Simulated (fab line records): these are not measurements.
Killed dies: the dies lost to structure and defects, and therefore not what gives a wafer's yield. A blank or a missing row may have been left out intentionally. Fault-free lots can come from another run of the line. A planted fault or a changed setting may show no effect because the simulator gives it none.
Split-lot experiment | flow n5_finfet | route with 1938 steps; 7 lots, 39 wafers read

ABOUT THE SPLIT
At N5_DUMMY_GATE_ETCH_37 (etches SOC in N2/H2, target depth 60 nm, overetch 30 nm), the setting source_w was moved away from the recipe's 840 W on 12 of the 39 wafers read, by -15.9% to +6.9%. This setting was run at the recipe's value on the other wafers.

The reading comes from the split's own step.

THE READING
rf_vpp_V, in V, at N5_DUMMY_GATE_ETCH_37 (etches SOC in N2/H2, target depth 60 nm, overetch 30 nm). On this fab line, fault-free wafers typically give 522.6 V with a standard deviation of 2.3 V.

wafer  | tool, chamber at the split | source_w as run, W | against the recipe | rf_vpp_V, V | against lot-mates on the recipe
L077.1 | rie_diel-05, 3             | 792.8              | -5.6%              | 535.9       | +14.3
L077.2 | rie_diel-05, 2             | 792.8              | -5.6%              | 531.8       | +10.2
L077.3 | rie_diel-05, 0             | 840                | recipe             | 520.4       | -
L077.4 | rie_diel-05, 1             | 792.8              | -5.6%              | 534.7       | +13.1
L077.5 | rie_diel-05, 1             | 840                | recipe             | 523.8       | -
L077.6 | rie_diel-05, 0             | 840                | recipe             | 520.5       | -
L080.1 | rie_diel-01, 0             | 840                | recipe             | 520.0       | -
L080.2 | rie_diel-01, 2             | 840                | recipe             | 522.4       | -
L080.3 | rie_diel-01, 1             | 706.4              | -15.9%             | 555.3       | +33.4
L080.4 | rie_diel-01, 0             | 706.4              | -15.9%             | 550.7       | +28.8
L080.5 | rie_diel-01, 1             | 706.4              | -15.9%             | 554.6       | +32.7
L080.6 | rie_diel-01, 2             | 840                | recipe             | 523.3       | -
L082.1 | rie_diel-06, 1             | 840                | recipe             | 522.6       | -
L082.2 | rie_diel-06, 2             | 840                | recipe             | 518.5       | -
L082.6 | rie_diel-06, 0             | 840                | recipe             | 524.0       | -
L085.1 | rie_diel-06, 2             | 840                | recipe             | 518.9       | -
L085.2 | rie_diel-06, 3             | 840                | recipe             | 522.6       | -
L085.3 | rie_diel-06, 0             | 840                | recipe             | 524.3       | -
L085.4 | rie_diel-06, 1             | 840                | recipe             | 522.7       | -
L085.5 | rie_diel-06, 0             | 840                | recipe             | 524.6       | -
L085.6 | rie_diel-06, 1             | 840                | recipe             | 522.3       | -
L086.1 | rie_diel-06, 0             | 840                | recipe             | 524.3       | -
L086.2 | rie_diel-06, 1             | 840                | recipe             | 523.2       | -
L086.3 | rie_diel-06, 3             | 840                | recipe             | 522.9       | -
L086.4 | rie_diel-06, 2             | 840                | recipe             | 519.3       | -
L086.5 | rie_diel-06, 3             | 840                | recipe             | 523.6       | -
L086.6 | rie_diel-06, 2             | 840                | recipe             | 518.3       | -
L088.1 | rie_diel-01, 1             | 840                | recipe             | 523.5       | -
L088.2 | rie_diel-01, 2             | 840                | recipe             | 521.5       | -
L088.3 | rie_diel-01, 0             | 840                | recipe             | 519.5       | -
L088.4 | rie_diel-01, 3             | 897.8              | +6.9%              | 513.0       | -8.5
L088.5 | rie_diel-01, 0             | 897.8              | +6.9%              | 508.9       | -12.6
L088.6 | rie_diel-01, 3             | 897.8              | +6.9%              | 515.1       | -6.4
L094.1 | rie_diel-06, 1             | 730.9              | -13.0%             | 545.6       | +24.7
L094.2 | rie_diel-06, 2             | 840                | recipe             | 516.4       | -
L094.3 | rie_diel-06, 0             | 730.9              | -13.0%             | 548.4       | +27.5
L094.4 | rie_diel-06, 3             | 730.9              | -13.0%             | 550.1       | +29.2
L094.5 | rie_diel-06, 0             | 840                | recipe             | 522.8       | -
L094.6 | rie_diel-06, 3             | 840                | recipe             | 523.5       | -

FIT RESULTS
A straight line over all 39 wafers: rf_vpp_V changes by -1.92 V for each +1% of source_w; r = -0.98; the points scatter about the line by 2.4 V.
The same after taking each lot's own level away (the mean of its wafers on the recipe; 39 wafers): -1.94 V for each +1%; r = -0.98; scatter 2.5 V.
That fit puts the effect of the largest move of source_w on the reading at 31 V.
From 520.90 to 522.57 V: that is the span of the lots' own levels, equal to 0.7 times the standard deviation above.
The two slopes are in agreement: the lot-to-lot level therefore moves the slope only a little.
Check: for one of the wafers moved furthest among these (-15.9%), held out of the fit, the line's prediction against its lot-mates is +31.1 V. Against them it came out at +33.4 V.
Tool readings at the split's step, against how far the setting was moved: rf_vpp_V r = -0.98.

ADDITIONAL SPLITS CARRIED BY THESE WAFERS
These wafers also went through other splits before the reading. Each is held against what the fit with the lots' levels taken away leaves over:
other split on the same wafers  | wafers away from the commonest value | r with rf_vpp_V (lot level and that fit taken away)
N5_FIN_CUT_EXPOSE_05 dose_mj    | 15                                   | +0.01
N5_FIN_CUT_CUT_ETCH_26 source_w | 12                                   | +0.08

FILE'S OWN FIT
rf_vpp_V changes by -1.98 V for each +1% of source_w, r = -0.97.
